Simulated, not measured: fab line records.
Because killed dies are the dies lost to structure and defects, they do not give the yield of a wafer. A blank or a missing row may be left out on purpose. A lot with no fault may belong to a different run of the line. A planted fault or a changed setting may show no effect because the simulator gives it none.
Struck lot and sound lot, side by side :: flow n5_finfet :: 38 steps out of a route of 1938
Sound: these wafers, L780.1, L780.2, L780.5. Struck: wafer L783.1. (L783.4, L783.5 of the same lot were not struck and are left out.) The cause comes at the end.
At each step with rows: each side's tool, then ch and its chambers, then its first start. Under that, the readings that differ: sound wafers :: struck wafers :: difference of the means :: sigmas: that difference in standard deviations of wafers without a fault.
alike: words and numbers the same on both sides, and readings whose means are apart by under 2 such deviations; not compared: readings that were withheld, readings missing a value for some wafer, numbers with overlapping values and no deviation given by the record, and bounds like >300 which may hide the same value.
A row with sigmas, a row that says differs or no value, or rows on one side alone: a step with any of these is where the two part. Non-overlapping numbers with no deviation appear without sigmas and do not part them. A reading missing from all wafers of one side parts the sides only when that side holds two or more wafers.

first, 9 steps without rows for these wafers: N5_BEOL_M0_CUTY_EBR_52; N5_BEOL_M0_CUTY_SOFTBAKE_53 (time 60 s); N5_BEOL_M0_CUTY_EXPOSE_54 (exposes mask M0 ABLK); N5_BEOL_M0_CUTY_PEB_55 (peb time 60 s); N5_BEOL_M0_CUTY_DEVELOP_56 (develop time 30 s); N5_BEOL_M0_CUTY_DESCUM_61 (chemistry O2, time 7.9 s); N5_BEOL_M0_CUTY_ETCH_62 (etches SiARC in CF4, time 58.5 s); N5_BEOL_M0_CUTY_ETCH_63 (etches SOC in N2/H2, target depth 82.7 nm, overetch 16.5 nm, time 124 s); N5_BEOL_M0_CUTY_STRIP_64 (strips in N2/H2).
N5_BEOL_M0_ETCH_138: etches SiCN in CH3F/O2, target depth 12 nm, time 31.6 s.
  sound on rie_diel-06 ch 0,1,3, day 8 02:40; struck on rie_diel-03 ch 1, day 8 22:51
  alike: O2_flow_sccm, chamber_pressure_mTorr, drypump_motor_current_A, etch_rf_on_time_s, oes_product_au, rf_fwd_power_W, rf_vpp_V, showerhead_plenum_p_Torr, throttle_valve_pct
  not compared: rf_hours_counter_h
then, 27 steps without rows for these wafers: N5_BEOL_M0_HM_OPEN_105 (chemistry Cl2/BCl3, target TiN, target depth 12 nm); N5_BEOL_M0_STRIP_140 (strips in CF4); N5_BEOL_M0_STRIP_104 (strips in N2/H2); N5_BEOL_M0_WET_ETCH_106 (etches SiO2 in DHF, target depth 130 nm, rinse time 30 s); N5_BEOL_M0_ETCH_128 (etches SiCN in CF4/N2, target depth 12 nm, overetch 5.1 nm, time 21.4 s); N5_BEOL_M0_TRENCH_ETCH_107 (etches SiOC in C4F6/O2, target depth 32.8 nm, time 16.4 s); N5_BEOL_M0_STRIP_142 (strips in N2/H2, time 10 s); N5_BEOL_M0_HM_STRIP_129 (strips TiN in peroxide tin strip, target depth 17 nm, time 108 s); N5_BEOL_M0_SRD_130 (time 30 s); N5_BEOL_M0_ETCH_109 (etches SiCN in CH3F/O2, target depth 8 nm, overetch 2.4 nm, time 27.4 s); N5_BEOL_M0_STRIP_139 (strips in post etch residue remover, time 60 s); N5_BEOL_M0_SRD_111 (time 30 s); N5_BEOL_M0_DEGAS_112 (time 60 s); N5_BEOL_M0_PRE_CLEAN_113 (time 30 s); N5_BEOL_M0_ALD_136 (deposits TaN, pulse time 2 s, purge time 3 s, co reactant purge time 2 s); N5_BEOL_M0_SURFACE_TREAT_137; N5_BEOL_M0_CVD_115 (deposits Co from CCTBA/H2, time 120 s); N5_BEOL_M0_SPUTTER_116 (material Cu, target thk 4 nm, time 7.37 s); N5_BEOL_M0_ANNEAL_117 (time 60 s); N5_BEOL_M0_SPUTTER_132 (material Cu, target thk 4 nm, time 7.37 s); N5_BEOL_M0_ANNEAL_133 (time 60 s); N5_BEOL_M0_SPUTTER_134 (material Cu, target thk 4 nm, time 7.37 s); N5_BEOL_M0_ANNEAL_135 (time 60 s); N5_BEOL_M0_SPUTTER_141 (material Cu, target thk 4 nm, time 7.37 s); N5_BEOL_M0_ECD_118 (material Cu, target thk 300 nm); N5_BEOL_M0_ANNEAL_119 (time 90 s); N5_BEOL_M0_CMP_120 (polishes, stops on SiOC, t overpolish 6.9 s).
-- record jumps: 6 days separate the struck wafers' starts on either side; left off in module BEOL_M0, taken up again in module PASSIVATION, whose first shown step is the route's number 1936 --
N5_PASSIVATION_PROBE_49:
  rows exist in the record for the struck wafers here (prober-01, day 15 06:58), but not for the sound ones

WHERE THEY PART
Within this record, at N5_PASSIVATION_PROBE_49 only.

WHY: the cause the simulator had injected
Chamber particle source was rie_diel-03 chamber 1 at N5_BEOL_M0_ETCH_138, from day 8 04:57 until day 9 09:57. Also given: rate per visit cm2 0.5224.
